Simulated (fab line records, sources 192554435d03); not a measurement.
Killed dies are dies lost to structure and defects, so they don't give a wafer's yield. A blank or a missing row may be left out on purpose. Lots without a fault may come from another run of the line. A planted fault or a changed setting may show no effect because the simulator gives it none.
fab line records | flow n5_finfet | part 1 of 2: steps 1 to 23 of 33
record lots=5 wafers=15 last_day=18
route steps=1938 shown DUMMY_GATE@256 SPACER0@258 SD_EPI_N@262
lots that met no fault: from a run of the same line without faults
start_h: hours from the record's first day to the start of the lot's first wafer shown | wait_h: hours since the lot's step before | " the same as in the row above | L1.1+2: a row that stands for several wafers | - no value, or no start given | * or withheld: withheld | < > ~ a bound
route shown NAME@n: a module of which the file shows steps, and the number in the route of the first | usual: mean/standard deviation of fault-free wafers | same: alike in all rows | chamber/n: place in a boat | sites: the reading at each site | _std_site: their standard deviation | _edge_site: outer sites' mean less inner sites' | radius_mm: how far each site lies from the wafer's centre | mask NAME#n: copy n | behind: the tool/chamber that last shaped the wafer | hold: why the lot was held/for how many hours/how that ended | device: the transistor (n, p or np) that didn't switch | end of line: the same wafers' tests at the end of the route | a step without rows: its recipe alone | killed: dies lost to structure and defects at the first sort, not the wafer's yield | map: a wafer's dies, x killed, . not, _ none there
set.NAME: the setting as run; set.NAME@STEP: as run at that earlier step | model.NAME: the simulator's own value behind a step, which no gauge read
lots at some steps of the route; a table a step, a row a wafer
services: from which hour (start_h, from the record's first day; less than 0 if before it) a tool's chamber was out of use, for how many hours, and why
## steps
# step N5_DUMMY_GATE_UV_OZONE_45
# recipe time_s=120 pressure_torr=760 temp_c=25
# same time_s=120
# columns lot.wafer tool chamber start_h wait_h
L074.1+5+6 wet_bench-06 1,0,5 49.36 0.0
L078.1+3+4 wet_bench-06 6,2,1 72.82 0.0
L084.1+4+6 wet_bench-05 5,1,7 107.98 0.0
L094.1+2+3 wet_bench-02 7,6,5 167.32 0.0
L097.1+2+6 wet_bench-06 1,4,7 185.67 0.0
# step N5_DUMMY_GATE_INSPECT_27
# recipe inspect_instrument=brightfield mode=aei
# usual raw_defect_count=301/82
# columns lot.wafer tool chamber start_h wait_h raw_defect_count
L074.1 defect_inspect-02 - 49.41 0.0 353
L074.5 " - " " 352
L074.6 " - " " 478
L078.1 defect_inspect-01 - 72.87 0.0 278
L078.3 " - " " 308
L078.4 " - " " 239
L084.1 defect_inspect-02 - 108.04 0.0 310
L084.4 " - " " 337
L084.6 " - " " 250
L094.1 defect_inspect-02 - 167.41 0.0 368
L094.2 " - " " 246
L094.3 " - " " 225
L097.1 defect_inspect-01 - 185.73 0.0 356
L097.2 " - " " 214
L097.6 " - " " 296
# step N5_SPACER0_ALD_07
# recipe material=SiNx target_thk_a=20 temp_c=400 ald_precursor_family=SiH2I2 ald_co_reactant=N2/H2-plasma pressure_torr=2
# usual heater_power_w=832/65
# columns lot.wafer tool chamber start_h wait_h heater_power_w
L074.1 ald_sin-01 0 50.07 0.7 821
L074.5 " 0 " " 805
L074.6 " 3 " " 863
L078.1 ald_sin-04 1 72.91 0.0 852
L078.3 " 0 " " 766
L078.4 " 3 " " 944
L084.1 ald_sin-04 3 108.08 0.0 932
L084.4 " 3 " " 940
L084.6 " 0 " " 764
L094.1 ald_sin-01 1 167.44 0.0 895
L094.2 " 3 " " 795
L094.3 " 2 " " 951
L097.1 ald_sin-04 1 187.45 1.7 858
L097.2 " 3 " " 917
L097.6 " 1 " " 878
# step N5_SPACER0_ALD_00
# recipe material=SiOCN target_thk_a=35 temp_c=400 ald_precursor_family=alkyl-aminosilane ald_co_reactant=O2/N2-plasma pulse_time_s=3 purge_time_s=2 co_reactant_purge_time_s=2 ald_cycles=58 pressure_torr=2
# usual heater_power_w=833/66 precursor_pulse_height_rel=1.001/0.017
# columns lot.wafer tool chamber start_h wait_h heater_power_w precursor_pulse_height_rel
L074.1 ald_sin-01 0 50.22 0.1 799 0.996
L074.5 " 0 " " 800 1.015
L074.6 " 3 " " 862 1.012
L078.1 ald_sin-04 1 73.07 0.1 850 1.007
L078.3 " 0 " " 770 0.988
L078.4 " 3 " " 943 1.012
L084.1 ald_sin-04 3 108.23 0.1 937 1.000
L084.4 " 3 " " 921 1.011
L084.6 " 0 " " 744 0.999
L094.1 ald_sin-01 1 167.59 0.1 879 1.006
L094.2 " 3 " " 784 0.988
L094.3 " 2 " " 967 1.028
L097.1 ald_sin-04 1 187.60 0.1 858 0.997
L097.2 " 3 " " 953 1.006
L097.6 " 1 " " 892 0.974
# step N5_SPACER0_ALD_08
# recipe material=SiNx target_thk_a=20 temp_c=400 ald_precursor_family=SiH2I2 ald_co_reactant=N2/H2-plasma pressure_torr=2
# usual heater_power_w=833/67
# columns lot.wafer tool chamber start_h wait_h heater_power_w
L074.1 ald_sin-01 0 50.48 0.1 792
L074.5 " 0 " " 803
L074.6 " 3 " " 843
L078.1 ald_sin-04 1 73.32 0.1 844
L078.3 " 0 " " 729
L078.4 " 3 " " 929
L084.1 ald_sin-04 3 108.49 0.1 964
L084.4 " 3 " " 946
L084.6 " 0 " " 756
L094.1 ald_sin-01 1 167.85 0.1 905
L094.2 " 3 " " 780
L094.3 " 2 " " 967
L097.1 ald_sin-04 1 187.86 0.1 867
L097.2 " 3 " " 940
L097.6 " 1 " " 851
# step N5_SPACER0_INSPECT_04
# recipe inspect_instrument=darkfield mode=post_dep
# usual raw_defect_count=141/35
# columns lot.wafer tool chamber start_h wait_h raw_defect_count
L074.1 defect_inspect-02 - 50.64 0.1 139
L074.5 " - " " 162
L074.6 " - " " 196
L078.1 defect_inspect-02 - 73.48 0.1 122
L078.3 " - " " 144
L078.4 " - " " 126
L084.1 defect_inspect-01 - 108.65 0.1 130
L084.4 " - " " 181
L084.6 " - " " 122
L094.1 defect_inspect-01 - 168.01 0.1 178
L094.2 " - " " 126
L094.3 " - " " 166
L097.1 defect_inspect-01 - 188.02 0.1 154
L097.2 " - " " 118
L097.6 " - " " 147
# step N5_SD_EPI_N_COAT_32
# recipe resist=SOC temp_c=250 time_s=60 spin_rpm=1500 resist_thk_nm=350
# same time_s=60
# columns lot.wafer tool chamber start_h wait_h
L074.1+5+6 litho_track-02 0 50.67 0.0
L078.1+3+4 litho_track-03 0 73.51 0.0
L084.1+4+6 litho_track-05 0 108.68 0.0
L094.1+2+3 litho_track-02 0 168.04 0.0
L097.1+2+6 litho_track-02 0 188.05 0.0
# step N5_SD_EPI_N_COAT_33
# recipe resist=SiARC temp_c=220 time_s=60 spin_rpm=1500 resist_thk_nm=35
# same time_s=60
# columns lot.wafer tool chamber start_h wait_h
L074.1+5+6 litho_track-02 0 - -
L078.1+3+4 litho_track-03 0 - -
L084.1+4+6 litho_track-05 0 - -
L094.1+2+3 litho_track-02 0 - -
L097.1+2+6 litho_track-02 0 - -
# step N5_SD_EPI_N_COAT_03
# recipe resist=CAR-ArF-block spin_rpm=1500 resist_thk_nm=150
# columns lot.wafer tool chamber start_h wait_h
L074.1+5+6 litho_track-02 0 - -
L078.1+3+4 litho_track-03 0 - -
L084.1+4+6 litho_track-05 0 - -
L094.1+2+3 litho_track-02 0 - -
L097.1+2+6 litho_track-02 0 - -
# step N5_SD_EPI_N_EBR_05
# recipe solvent=PGMEA ebr_width_mm=1.5
# same ebr_width_mm=1.5
# columns lot.wafer tool chamber start_h wait_h
L074.1+5+6 litho_track-02 0 - -
L078.1+3+4 litho_track-03 0 - -
L084.1+4+6 litho_track-05 0 - -
L094.1+2+3 litho_track-02 0 - -
L097.1+2+6 litho_track-02 0 - -
# step N5_SD_EPI_N_SOFTBAKE_04
# recipe temp_c=110 time_s=60 resist=CAR-ArF-block
# same time_s=60
# columns lot.wafer tool chamber start_h wait_h
L074.1+5+6 litho_track-02 0 - -
L078.1+3+4 litho_track-03 0 - -
L084.1+4+6 litho_track-05 0 - -
L094.1+2+3 litho_track-02 0 - -
L097.1+2+6 litho_track-02 0 - -
# step N5_SD_EPI_N_EXPOSE_06
# recipe mask_id=SD_N_BLK na=1.35 source_shape=conventional sigma_outer=0.8 polarization=unpolarized target_cd_nm=120 dose_mj=39.75
# columns lot.wafer tool chamber start_h wait_h mask
L074.1+5+6 arfi_scanner-03 0 50.91 - SD_N_BLK#0
L078.1+3+4 arfi_scanner-03 0 73.76 - SD_N_BLK#0
L084.1+4+6 arfi_scanner-03 0 108.92 - SD_N_BLK#0
L094.1+2+3 arfi_scanner-02 0 168.29 - SD_N_BLK#0
L097.1+2+6 arfi_scanner-01 0 188.29 - SD_N_BLK#0
# step N5_SD_EPI_N_PEB_07
# recipe peb_temp_c=110 peb_time_s=60 resist=CAR-ArF-block
# columns lot.wafer tool chamber start_h wait_h
L074.1+5+6 litho_track-03 0 50.97 0.1
L078.1+3+4 litho_track-05 0 73.81 0.1
L084.1+4+6 litho_track-05 0 108.98 0.1
L094.1+2+3 litho_track-03 0 168.34 0.1
L097.1+2+6 litho_track-05 0 188.35 0.1
# step N5_SD_EPI_N_DEVELOP_08
# recipe develop_time_s=30 developer=TMAH resist=CAR-ArF-block dev_temp_c=23 rinse_liquid=diw dry=air_spin
# usual developer_temp_C=23.02/0.095
# columns lot.wafer tool chamber start_h wait_h developer_temp_C
L074.1 litho_track-03 0 - - 22.98
L074.5 " 0 " " 23.03
L074.6 " 0 " " 23.10
L078.1 litho_track-05 0 - - 23.03
L078.3 " 0 " " 23.16
L078.4 " 0 " " 23.10
L084.1 litho_track-05 0 - - 23.04
L084.4 " 0 " " 23.13
L084.6 " 0 " " 23.05
L094.1 litho_track-03 0 - - 22.97
L094.2 " 0 " " 22.99
L094.3 " 0 " " 22.96
L097.1 litho_track-05 0 - - 23.11
L097.2 " 0 " " 23.11
L097.6 " 0 " " 23.16
# step N5_SD_EPI_N_CD_MEAS_09
# recipe target_cd_nm=120 landing_energy_ev=500 detector=se_inlens
# usual cd_nm=120.4/0.51
# columns lot.wafer tool chamber start_h wait_h cd_nm
L074.1 cd_sem-01 0 51.03 - 120.4
L074.5 " 0 " " 120.5
L074.6 " 0 " " 121.2
L078.1 cd_sem-01 0 73.88 - 120.4
L078.3 " 0 " " 121.1
L078.4 " 0 " " 120.4
L084.1 cd_sem-01 0 109.04 - 120.1
L084.4 " 0 " " 120.4
L084.6 " 0 " " 120.5
L094.1 cd_sem-02 0 168.41 - 120.8
L094.2 " 0 " " 120.6
L094.3 " 0 " " 121.1
L097.1 cd_sem-02 0 188.42 - 120.3
L097.2 " 0 " " 120.6
L097.6 " 0 " " 120.1
# step N5_SD_EPI_N_OVL_MEAS_10
# recipe points_per_wafer=44
# usual SD_N_BLK_OVL=0.1/0.98
# columns lot.wafer tool chamber start_h wait_h SD_N_BLK_OVL[nm]
L074.1 overlay-02 0 51.06 0.0 1.5
L074.5 " 0 " " 0.6
L074.6 " 0 " " 0.9
L078.1 overlay-01 0 73.91 0.0 -0.4
L078.3 " 0 " " -0.2
L078.4 " 0 " " 0.1
L084.1 overlay-02 0 109.08 0.0 -0.2
L084.4 " 0 " " -0.8
L084.6 " 0 " " 0.0
L094.1 overlay-01 0 168.44 0.0 0.0
L094.2 " 0 " " 0.7
L094.3 " 0 " " -0.7
L097.1 overlay-02 0 188.45 0.0 -1.6
L097.2 " 0 " " 0.2
L097.6 " 0 " " -0.2
# step N5_SD_EPI_N_INSPECT_11
# recipe mode=adi inspect_instrument=macro
# usual raw_defect_count=2.0/1.4
# columns lot.wafer tool chamber start_h wait_h raw_defect_count
L074.1 defect_inspect-02 - 51.09 0.0 0
L074.5 " - " " 2
L074.6 " - " " 0
L078.1 defect_inspect-01 - 73.93 0.0 1
L078.3 " - " " 2
L078.4 " - " " 2
L084.1 defect_inspect-01 - 109.10 0.0 0
L084.4 " - " " 3
L084.6 " - " " 1
L094.1 defect_inspect-01 - 168.46 0.0 3
L094.2 " - " " 5
L094.3 " - " " 5
L097.1 defect_inspect-01 - 188.47 0.0 5
L097.2 " - " " 4
L097.6 " - " " 1
# step N5_SD_EPI_N_DESCUM_14
# recipe chemistry=O2 time_s=7.9 source_power_w=50 bias_power_w=20 pressure_mtorr=20 rf_frequency_hz=2.712e+07 temp_c=40 resist=CAR-ArF-block o2_flow_sccm=225
# usual drypump_motor_current_A=5.9/0.57 oes_product_au=0.79/0.091 rf_vpp_V=243.0/1.5 showerhead_plenum_p_Torr=2.08/0.078 throttle_valve_pct=20.50/0.17
# same time_s=7.9
# columns lot.wafer tool chamber start_h wait_h drypump_motor_current_A oes_product_au rf_hours_counter_h rf_vpp_V showerhead_plenum_p_Torr throttle_valve_pct
L074.1 rie_diel-02 0 51.12 0.0 6.0 0.71 207 241.6 1.99 20.46
L074.5 " 0 " " 6.0 0.71 - 241.7 1.99 20.46
L074.6 " 1 " " 5.5 0.78 - 241.6 2.02 20.42
L078.1 rie_diel-05 1 74.07 0.1 6.7 0.73 165 242.0 2.01 20.49
L078.3 " 0 " " 6.5 0.84 60 244.4 2.22 20.27
L078.4 " 1 " " 6.7 0.74 - 243.2 2.01 20.51
L084.1 rie_diel-01 3 109.13 0.0 5.4 0.78 111 241.9 2.11 20.71
L084.4 " 0 " " 5.2 0.67 245 243.1 2.06 20.66
L084.6 " 0 " " 5.2 0.68 - 242.8 2.06 20.64
L094.1 rie_diel-01 2 168.50 0.0 6.8 0.76 154 242.2 2.08 20.37
L094.2 " 1 " " 6.0 0.88 49 243.2 2.13 20.67
L094.3 " 0 " " 5.2 0.95 9 243.3 2.05 20.22
L097.1 rie_diel-02 0 188.66 0.2 6.0 1.02 1 247.1 2.24 20.16
L097.2 " 3 " " 5.7 0.72 180 244.4 2.17 20.53
L097.6 " 1 " " 5.5 0.73 - 241.2 2.00 20.51
# step N5_SD_EPI_N_ETCH_34
# recipe chemistry=CF4 target=SiARC target_depth_a=455 mask_material=CAR-ArF-block time_s=75.8 ion_energy_ev=80 pressure_mtorr=40 source_w=545 bias_w=36 Ar_flow_sccm=100 cf4_flow_sccm=100 ends=cleared
# usual drypump_motor_current_A=5.9/0.57 etch_rf_on_time_s=76.0/1.2 oes_product_au=0.67/0.079 rf_vpp_V=183.9/1.3 showerhead_plenum_p_Torr=2.13/0.079 throttle_valve_pct=15.66/0.16
# columns lot.wafer tool chamber start_h wait_h drypump_motor_current_A etch_rf_on_time_s oes_product_au rf_hours_counter_h rf_vpp_V showerhead_plenum_p_Torr throttle_valve_pct
L074.1 rie_diel-02 0 51.16 0.0 6.0 76.9 0.60 207 183.8 2.03 15.61
L074.5 " 0 " " 6.0 76.2 0.60 - 184.5 2.03 15.62
L074.6 " 1 " " 5.5 77.1 0.65 - 182.6 2.06 15.57
L078.1 rie_diel-05 1 74.10 0.0 6.8 77.0 0.62 165 181.7 2.06 15.66
L078.3 " 0 " " 6.5 76.1 0.73 60 186.5 2.26 15.43
L078.4 " 1 " " 6.8 76.5 0.61 - 182.8 2.06 15.66
L084.1 rie_diel-01 3 109.17 0.0 5.4 76.3 0.67 111 182.3 2.15 15.84
L084.4 " 0 " " 5.2 75.5 0.58 245 184.4 2.11 15.87
L084.6 " 0 " " 5.2 75.8 0.58 - 183.8 2.11 15.87
L094.1 rie_diel-01 2 168.53 0.0 6.8 75.3 0.66 154 184.0 2.15 15.68
L094.2 " 1 " " 6.0 73.5 0.75 49 185.9 2.18 15.77
L094.3 " 0 " " 5.3 74.8 0.81 9 183.5 2.10 15.39
L097.1 rie_diel-02 0 188.70 0.0 6.0 73.1 0.87 1 185.6 2.27 15.22
L097.2 " 3 " " 5.7 76.2 0.63 180 184.6 2.21 15.76
L097.6 " 1 " " 5.4 77.0 0.62 - 182.2 2.04 15.67
# step N5_SD_EPI_N_ETCH_35
# recipe chemistry=N2/H2 target=SOC overetch_a=1080 mask_material=SiARC temp_c=40 ion_energy_ev=100 source_w=3000 bias_w=133 pressure_mtorr=20 time_s=486 n2_flow_sccm=200 h2_flow_sccm=200
# usual drypump_motor_current_A=5.9/0.57 oes_product_au=0.71/0.077 rf_vpp_V=240.4/1.5 showerhead_plenum_p_Torr=2.52/0.098 throttle_valve_pct=23.86/0.21
# same time_s=486
# columns lot.wafer tool chamber start_h wait_h drypump_motor_current_A oes_product_au rf_hours_counter_h rf_vpp_V showerhead_plenum_p_Torr throttle_valve_pct
L074.1 rie_diel-02 0 51.22 0.0 6.0 0.64 207 238.9 2.41 23.64
L074.5 " 0 " " 6.0 0.64 - 237.8 2.41 23.65
L074.6 " 1 " " 5.5 0.70 - 239.4 2.44 23.70
L078.1 rie_diel-05 1 74.16 0.0 6.8 0.66 165 238.5 2.43 23.85
L078.3 " 0 " " 6.6 0.76 60 242.8 2.69 23.66
L078.4 " 1 " " 6.8 0.66 - 240.9 2.43 23.81
L084.1 rie_diel-01 3 109.22 0.0 5.5 0.70 111 239.4 2.57 24.24
L084.4 " 0 " " 5.2 0.61 245 239.5 2.50 23.94
L084.6 " 0 " " 5.2 0.61 - 241.6 2.50 23.94
L094.1 rie_diel-01 2 168.59 0.0 6.8 0.69 154 240.2 2.54 23.74
L094.2 " 1 " " 6.0 0.77 49 240.9 2.58 24.10
L094.3 " 0 " " 5.2 0.83 9 238.7 2.49 23.56
L097.1 rie_diel-02 0 188.75 0.0 6.0 0.90 1 242.4 2.71 23.42
L097.2 " 3 " " 5.7 0.65 180 242.1 2.64 23.86
L097.6 " 1 " " 5.4 0.66 - 238.5 2.42 23.79
# step N5_SD_EPI_N_STRIP_36
# recipe chemistry=N2/H2 temp_c=40 n2_flow_sccm=200 h2_flow_sccm=200 rf_frequency_hz=6e+07
# columns lot.wafer tool chamber start_h wait_h
L074.1+5+6 rie_diel-02 0,0,1 51.53 0.2
L078.1+3+4 rie_diel-05 1,0,1 74.47 0.2
L084.1+4+6 rie_diel-01 3,0,0 109.54 0.2
L094.1+2+3 rie_diel-01 2,1,0 168.90 0.2
L097.1+2+6 rie_diel-02 0,3,1 189.07 0.2
# step N5_SD_EPI_N_ETCHBACK_44
# recipe chemistry=CH3F/O2 mode=anisotropic_etchback target=SiNx target_depth_a=145 stop_on=SiO2 over_etch_frac=0.3 ion_energy_ev=120 pressure_mtorr=30 source_w=395 bias_w=73 Ar_flow_sccm=150 CH3F_flow_sccm=30 O2_flow_sccm=20
# usual drypump_motor_current_A=5.9/0.57 oes_product_au=0.68/0.074 rf_vpp_V=295.8/2.7 showerhead_plenum_p_Torr=1.99/0.078 throttle_valve_pct=16.41/0.16
# same over_etch_frac=0.3
# columns lot.wafer tool chamber start_h wait_h drypump_motor_current_A oes_product_au rf_hours_counter_h rf_vpp_V showerhead_plenum_p_Torr throttle_valve_pct
L074.1 rie_diel-02 0 51.54 0.0 6.0 0.61 207 291.8 1.90 16.38
L074.5 " 0 " " 6.0 0.61 - 292.6 1.90 16.37
L074.6 " 1 " " 5.5 0.66 - 297.1 1.93 16.33
L078.1 rie_diel-05 1 74.48 0.0 6.7 0.62 165 291.3 1.92 16.39
L078.3 " 0 " " 6.6 0.73 60 299.3 2.12 16.21
L078.4 " 1 " " 6.7 0.63 - 292.0 1.92 16.38
L084.1 rie_diel-01 3 109.55 0.0 5.4 0.67 111 297.6 2.01 16.59
L084.4 " 0 " " 5.2 0.58 245 292.1 1.97 16.62
L084.6 " 0 " " 5.2 0.59 - 293.0 1.97 16.61
L094.1 rie_diel-01 2 168.91 0.0 6.8 0.66 154 293.6 2.01 16.43
L094.2 " 1 " " 6.0 0.75 50 296.4 2.04 16.54
L094.3 " 0 " " 5.2 0.80 9 291.8 1.96 16.14
L097.1 rie_diel-02 0 189.08 0.0 6.0 0.86 1 295.8 2.13 15.98
L097.2 " 3 " " 5.7 0.63 180 296.5 2.07 16.50
L097.6 " 1 " " 5.4 0.63 - 297.3 1.91 16.45
# step N5_SD_EPI_N_ETCH_45
# recipe chemistry=CH3F/O2 target=SiOCN target_depth_a=60 mask_material=SOC ion_energy_ev=60 bias_w=29 pressure_mtorr=15 source_w=410 Ar_flow_sccm=150 CH3F_flow_sccm=30 O2_flow_sccm=20
# usual drypump_motor_current_A=5.9/0.57 oes_product_au=0.79/0.092 rf_vpp_V=127.3/1 showerhead_plenum_p_Torr=1.98/0.078 throttle_valve_pct=23.40/0.16
# columns lot.wafer tool chamber start_h wait_h drypump_motor_current_A oes_product_au rf_hours_counter_h rf_vpp_V showerhead_plenum_p_Torr throttle_valve_pct
L074.1 rie_diel-02 0 51.64 0.1 6.0 0.71 207 127.1 1.89 23.27
L074.5 " 0 " " 6.0 0.71 - 125.6 1.89 23.26
L074.6 " 1 " " 5.4 0.78 - 125.8 1.92 23.27
L078.1 rie_diel-05 1 74.58 0.1 6.7 0.72 165 125.7 1.91 23.30
L078.3 " 0 " " 6.6 0.85 60 128.9 2.12 23.23
L078.4 " 1 " " 6.7 0.72 - 126.2 1.91 23.31
L084.1 rie_diel-01 3 109.65 0.1 5.4 0.77 111 127.8 2.01 23.61
L084.4 " 0 " " 5.2 0.67 245 126.7 1.96 23.55
L084.6 " 0 " " 5.2 0.68 - 126.8 1.96 23.54
L094.1 rie_diel-01 2 169.01 0.1 6.8 0.75 154 127.1 2.00 23.43
L094.2 " 1 " " 6.0 0.88 50 126.5 2.03 23.62
L094.3 " 0 " " 5.3 0.94 9 126.7 1.96 23.16
L097.1 rie_diel-02 0 189.18 0.1 6.0 1.01 1 128.8 2.13 23.03
L097.2 " 3 " " 5.7 0.73 180 127.7 2.07 23.43
L097.6 " 1 " " 5.5 0.73 - 127.5 1.90 23.33
